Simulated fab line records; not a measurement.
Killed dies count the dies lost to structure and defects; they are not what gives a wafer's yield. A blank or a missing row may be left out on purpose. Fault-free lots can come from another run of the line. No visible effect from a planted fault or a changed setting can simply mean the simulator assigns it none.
What tool caused it? + flow nand harc + 24 lots (72 wafers sampled), 1 step of a 1302-step route

WHAT THE GAUGES SHOWED, per wafer
NHARC_A_CONTACT_CD_MEAS_80. Usual: cd nm reads 289.8 nm (standard deviation 0.95).
| lot  | measured     | on        | cd nm (nm)        | flag |
|------|--------------|-----------|-------------------|------|
| L074 | day 22 12:17 | cd sem-02 | 288.5 289.9 288.4 |      |
| L075 | day 22 15:11 | cd sem-03 | 289.9 290.0 289.6 |      |
| L076 | day 22 23:54 | cd sem-03 | 291.4 290.9 291.0 |      |
| L078 | day 23 11:23 | cd sem-03 | 291.1 290.8 291.4 |      |
| L077 | day 23 13:53 | cd sem-01 | 290.4 290.9 290.6 |      |
| L080 | day 24 12:11 | cd sem-03 | 289.9 288.1 289.9 |      |
| L079 | day 24 16:02 | cd sem-01 | 289.4 290.0 290.8 |      |
| L081 | day 25 04:45 | cd sem-01 | 288.1 290.5 288.2 |      |
| L082 | day 25 12:04 | cd sem-02 | 290.8 289.9 290.5 |      |
| L083 | day 25 13:36 | cd sem-02 | 291.7 290.8 290.1 |      |
| L084 | day 26 04:36 | cd sem-01 | 289.5 290.3 291.0 |      |
| L085 | day 26 10:08 | cd sem-02 | 289.7 288.3 289.5 |      |
| L086 | day 26 23:29 | cd sem-02 | 289.1 289.1 288.7 |      |
| L087 | day 27 01:07 | cd sem-03 | 289.9 290.7 290.7 |      |
| L088 | day 27 20:01 | cd sem-03 | 289.8 289.0 289.0 |      |
| L089 | day 27 22:43 | cd sem-03 | 289.3 289.1 288.6 |      |
| L090 | day 28 17:06 | cd sem-03 | 289.5 289.5 289.7 |      |
| L091 | day 28 20:09 | cd sem-02 | 289.6 289.9 289.4 |      |
| L092 | day 30 00:37 | cd sem-01 | 290.5 290.5 290.7 |      |
| L093 | day 30 01:28 | cd sem-02 | 288.4 289.5 290.2 |      |
| L094 | day 30 17:05 | cd sem-02 | 288.2 288.4 288.4 |      |
| L095 | day 30 20:02 | cd sem-02 | 291.6 290.8 292.2 |      |
| L096 | day 31 05:43 | cd sem-01 | 289.4 289.1 290.1 |      |
| L097 | day 31 12:23 | cd sem-03 | 287.6 287.7 288.0 |      |

WHICH TOOL RAN EACH LOT (tool, then ch and the chambers of the sampled wafers, then the start)
The record shows no process step preceding these readings.

AS READ BY THE TOOLS THEMSELVES (means over the sampled wafers that have a number; for cases with no such wafer, the mark the record gives instead)
The record holds no such reading with a usual standard deviation.

THE ANSWER, worked out from the rows above alone
Rule: a lot counts as off when the mean over its wafers that have a number is more than 3 standard deviations away from the usual mean. Also off: a lot with no number at a reading for which 4 or more lots have one. Any other lot the step has rows for is counted as sound. First the gauges in route order, then the tools' own readings, where a lot's mean is used as printed above. The first step at which some lot is off is used, and at that step the reading that is off furthest; a lot without a number counts as furthest.
None of the lots is off at any reading shown; this tells nothing.

WHAT WAS PUT IN BY THE SIMULATOR
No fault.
